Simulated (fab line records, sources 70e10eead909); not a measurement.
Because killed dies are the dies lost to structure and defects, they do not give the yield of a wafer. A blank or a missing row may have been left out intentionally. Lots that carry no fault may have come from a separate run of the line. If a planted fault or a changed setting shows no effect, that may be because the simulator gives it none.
A struck lot beside a sound one || flow nandHarc || 14 steps out of a route of 1302
Sound: wafers L440.3, L440.4, L440.6. Struck: wafer L451.3. (L451.6 of the same lot was not struck and is left out.) The cause comes at the end.
For every step that has rows: the tool of each side, followed by ch and its chambers, followed by its first start. Under that, the readings that differ: sound wafers || struck wafers || difference of the means || sigmas: that difference in standard deviations of wafers without a fault.
alike: words and numbers the same on both sides, and readings whose means are apart by under 2 such deviations; not compared: readings that were withheld, readings missing a value for some wafer, numbers with overlapping values and no deviation given by the record, and bounds like >300 which may hide the same value.
The two part at a step that has a row with sigmas, a row that says differs or no value, or rows on one side only. Numbers that don't overlap but have no deviation are shown without sigmas and don't part them. A reading that every wafer of one side lacks parts them only if that side has two wafers or more.

NHARC_A_CHANNEL_HOLE_D2_CD_MEAS_31:
  sound: cdSem-02 at day 13 23:05; struck: cdSem-01 at day 18 03:58
  alike: cdNm
after that, 1 step had no rows for these wafers: NHARC_A_CHANNEL_HOLE_D2_XSEM_32.
NHARC_A_CHANNEL_HOLE_D2_INSPECT_40:
  sound: defectInspect-01 at day 13 23:16; struck: defectInspect-02 at day 18 04:09
  alike: rawDefectCount
then, 3 steps without rows for these wafers: NHARC_A_CHANNEL_FILL_D2_PRECLEAN_00 (cleans in SC1); NHARC_A_CHANNEL_FILL_D2_SRD_01; NHARC_A_CHANNEL_FILL_D2_ALD_02 (deposits SiO2, target thk 6 nm, pulse time 10 s, ald cycles 60).
NHARC_A_CHANNEL_FILL_D2_ALD_03: deposits SiNx, target thk 6 nm, pulse time 60 s, ald cycles 58.
  sound on aldSinBatch-03 ch 0; struck on aldSinBatch-02 ch 0
  alike: precursorPulseHeightRel
NHARC_A_CHANNEL_FILL_D2_ALD_14: deposits SiO2, target thk 2.5 nm, pulse time 10 s, ald cycles 25.
  sound on aldHk-01 ch 1,2,3, day 14 06:29; struck on aldHk-03 ch 1, day 18 11:21
  alike: heaterPowerOuterW, heaterPowerW, precursorPulseHeightRel
NHARC_A_CHANNEL_FILL_D2_ALD_15: deposits SiNx, target thk 2 nm, pulse time 60 s, ald cycles 19.
  sound on aldSinBatch-01 ch 0; struck on aldSinBatch-02 ch 0
  alike: precursorPulseHeightRel
NHARC_A_CHANNEL_FILL_D2_ALD_16: deposits SiO2, target thk 1.5 nm, pulse time 10 s, ald cycles 15.
  sound on aldHk-01 ch 0,1,3, day 14 11:35; struck on aldHk-04 ch 1, day 18 16:29
  alike: heaterPowerOuterW, heaterPowerW, precursorPulseHeightRel
then, 2 steps without rows for these wafers: NHARC_A_CHANNEL_FILL_D2_ANNEAL_17 (time 1800 s); NHARC_A_CHANNEL_FILL_D2_CVD_18 (deposits poly-Si, target thk 3 nm).
NHARC_A_CHANNEL_FILL_D2_ETCHBACK_19: etches the open film in HBr/Cl2, target depth 5 nm, time 1.7 s.
  sound on rieSi-02 ch 0,2,3, day 14 23:28; struck on rieSi-06 ch 0, day 19 04:48
{"reading": "oesProductAu (a.u.)", "sound": "0.999 0.992 0.984", "struck": 0.718, "difference": -0.274, "sigmas": -25}
  alike: drypumpMotorCurrentA, throttleValvePct
  not compared: rfHoursCounterH
NHARC_A_CHANNEL_FILL_D2_ETCHBACK_20: etches the open film in C4F8/O2/Ar, target depth 27 nm, time 13.5 s.
  sound on rieDiel-08 ch 0,1,3, day 14 23:35; struck on rieDiel-04 ch 0, day 19 04:53
  alike: oesProductAu, rfVppV
  not compared: rfHoursCounterH

== WHERE THEY PART ==
Only at NHARC_A_CHANNEL_FILL_D2_ETCHBACK_19, as far as this record shows. Later steps at which nothing parts them and some readings are alike: NHARC_A_CHANNEL_FILL_D2_ETCHBACK_20.

WHY: what the simulator had put in
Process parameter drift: rieSi-06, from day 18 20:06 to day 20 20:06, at NHARC_A_CHANNEL_FILL_D2_ETCHBACK_19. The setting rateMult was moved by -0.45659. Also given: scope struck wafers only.
